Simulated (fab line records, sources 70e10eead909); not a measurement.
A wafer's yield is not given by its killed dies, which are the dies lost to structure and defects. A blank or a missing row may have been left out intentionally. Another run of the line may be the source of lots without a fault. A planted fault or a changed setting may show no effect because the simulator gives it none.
Struck lot and sound lot, side by side	flow nand_harc	43 out of 1302 route steps
Sound: these wafers, L563.2, L563.3, L563.4. The struck wafers were L556.2, L556.4. At the end, the cause is stated.
Per side, at each step with rows, come the tool, then ch with its chambers, and then its first start. Under that, the readings that differ: sound wafers	struck wafers	difference of the means	sigmas: that difference in standard deviations of wafers without a fault.
alike: readings with means less than 2 such deviations apart, plus words and numbers identical on both sides. not compared: withheld readings, readings lacking a value on some wafer, bounds such as >300 that could conceal the same value, and numbers that have no deviation in the record and whose values overlap.
A row with sigmas, a row that says differs or no value, or rows on one side alone: a step with any of these is where the two part. Non-overlapping numbers with no deviation appear without sigmas and do not part them. Lack of a reading on every wafer of one side parts them only where that side has two or more wafers.

first, 8 steps without rows for these wafers: NHARC_P_GATE_DEHYDRATE_51 (time 120 s); NHARC_P_GATE_HMDS_52 (time 30 s); NHARC_P_GATE_COAT_53; NHARC_P_GATE_SOFTBAKE_54 (time 95 s); NHARC_P_GATE_EBR_55; NHARC_P_GATE_EXPOSE_56 (exposes mask P PSD, target cd 720 nm); NHARC_P_GATE_PEB_57 (peb time 85 s); NHARC_P_GATE_DEVELOP_58 (time 70 s).
NHARC_P_GATE_CD_MEAS_59: the cd target is 720 nm.
  sound on cd_sem-02 ch 0, day 11 02:04; struck on cd_sem-02 ch 0, day 8 04:06
  alike: cd_nm
then, 1 step without rows for these wafers: NHARC_P_GATE_HARDBAKE_60 (time 80 s).
NHARC_P_GATE_DESCUM_61: chemistry O2, time 3 s.
  sound on rie_diel-06 ch 0,2,3, day 11 02:13; struck on rie_diel-11 ch 1,2, day 8 04:17
  alike: drypump_motor_current_A, o2_flow_sccm, oes_product_au, rf_vpp_V, showerhead_plenum_p_Torr, throttle_valve_pct
  not compared: rf_hours_counter_h
following that, these wafers have no rows for 1 step: NHARC_P_GATE_IMPLANT_62.
NHARC_P_GATE_STRIP_112: strips in N2/H2, time 200 s.
  sound on plasma_asher-01 ch 0,1, day 11 02:41; struck on plasma_asher-02 ch 1, day 8 04:37
reading	sound	struck	difference	sigmas
heater_power_w (W)	67 81 67	95 96	+24	+2
  alike: drypump_motor_current_A, rf_refl_power_W
  not compared: rf_hours_counter_h
then, 10 steps without rows for these wafers: NHARC_P_GATE_STRIP_76 (strips in O2); NHARC_P_GATE_STRIP_63 (strips in SPM, time 900 s); NHARC_P_GATE_DEHYDRATE_83 (time 120 s); NHARC_P_GATE_HMDS_84 (time 30 s); NHARC_P_GATE_COAT_85; NHARC_P_GATE_SOFTBAKE_86 (time 95 s); NHARC_P_GATE_EBR_87; NHARC_P_GATE_EXPOSE_88 (exposes mask P HVN, target cd 2000 nm); NHARC_P_GATE_PEB_89 (peb time 85 s); NHARC_P_GATE_DEVELOP_90 (time 70 s).
NHARC_P_GATE_CD_MEAS_91: the cd target is 2000 nm.
  sound on cd_sem-01 ch 0, day 11 03:53; struck on cd_sem-03 ch 0, day 8 05:48
  alike: cd_nm
then, 1 step without rows for these wafers: NHARC_P_GATE_HARDBAKE_92 (time 80 s).
NHARC_P_GATE_DESCUM_93: chemistry O2, time 3 s.
  sound on rie_diel-07 ch 0,2,3, day 11 04:03; struck on rie_diel-07 ch 1,2, day 8 05:58
reading	sound	struck	difference	sigmas
rf_hours_counter_h (h)	8.2 8.1 7.3	4.0 3.9	-3.9	
  alike: drypump_motor_current_A, o2_flow_sccm, oes_product_au, rf_vpp_V, showerhead_plenum_p_Torr, throttle_valve_pct
following that, these wafers have no rows for 1 step: NHARC_P_GATE_IMPLANT_94.
NHARC_P_GATE_STRIP_113: strips in N2/H2, time 740 s.
  sound on plasma_asher-02 ch 0,1, day 11 04:31; struck on plasma_asher-02 ch 0,1, day 8 06:20
  alike: drypump_motor_current_A, heater_power_w, rf_refl_power_W
  not compared: rf_hours_counter_h
then, 2 steps without rows for these wafers: NHARC_P_GATE_STRIP_95 (strips in O2); NHARC_P_GATE_STRIP_96 (strips in SPM, time 900 s).
NHARC_P_GATE_RTA_64: time 1 s.
  sound on rtp_anneal-01 ch 0, day 11 05:43; struck on rtp_anneal-01 ch 0, day 8 07:38
  alike: lamp_power_pct, wafer_temp_C_max
then, 5 steps without rows for these wafers: NHARC_P_GATE_ETCH_77 (etches SiO2 in dHF, target depth 6 nm); NHARC_P_GATE_DEGAS_109 (time 60 s); NHARC_P_GATE_PRE_CLEAN_110 (time 30 s); NHARC_P_GATE_SPUTTER_78 (material Ni, target thk 10 nm); NHARC_P_GATE_SPUTTER_79 (material TiN, target thk 10 nm).
NHARC_P_GATE_RTA_80: time 30 s.
  sound on rtp_anneal-02 ch 0, day 11 06:19; struck on rtp_anneal-02 ch 0, day 8 08:14
  alike: lamp_power_pct, wafer_temp_C_max
then, 2 steps without rows for these wafers: NHARC_P_GATE_STRIP_67 (strips in SPM, time 600 s); NHARC_P_GATE_RTA_82 (time 30 s).
NHARC_P_GATE_INSPECT_68:
  sound on defect_inspect-01, day 11 06:57; struck on defect_inspect-02, day 8 09:02
reading	sound	struck	difference	sigmas
raw_defect_count	149 164 220	1226 1196	+1033	+13
  not compared: hold
NHARC_P_CONTACT_DEP_30: deposits SiNx, target thk 30 nm.
  sound on pecvd-03 ch 0,2, day 11 07:01; struck on pecvd-04 ch 0, day 8 11:35
reading	sound	struck	difference	sigmas
hold	- - -	await_dispo/2.1h/release await_dispo/2.1h/release	no value on the sound wafers	
  alike: heater_power_w, susceptor_temp_C
then, 1 step without rows for these wafers: NHARC_P_CONTACT_DEP_00 (deposits SiO2, target thk 500 nm).
-- record jumps: 22 days between struck wafers' starts before vs after; left off in module P_CONTACT, resumes in module END, first step shown is number 1302 of the route --
NHARC_END_SORT_01:
  sound on prober-02 ch 0, day 29 17:01; struck on prober-02 ch 0, day 30 11:24
reading	sound	struck	difference	sigmas
killed_at_periphery	1 2 5	95 90	+90	+32
killed_dies	28 21 28	145 130	+112	+6
  alike: killed_at_array, killed_at_other, killed_open, killed_short

== WHERE THEY PART ==
Last at NHARC_END_SORT_01 as far as this record goes, first at NHARC_P_GATE_STRIP_112.

WHY: what had been put in by the simulator
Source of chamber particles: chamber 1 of plasma_asher-02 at NHARC_P_GATE_STRIP_112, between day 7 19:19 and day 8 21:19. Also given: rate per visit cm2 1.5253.
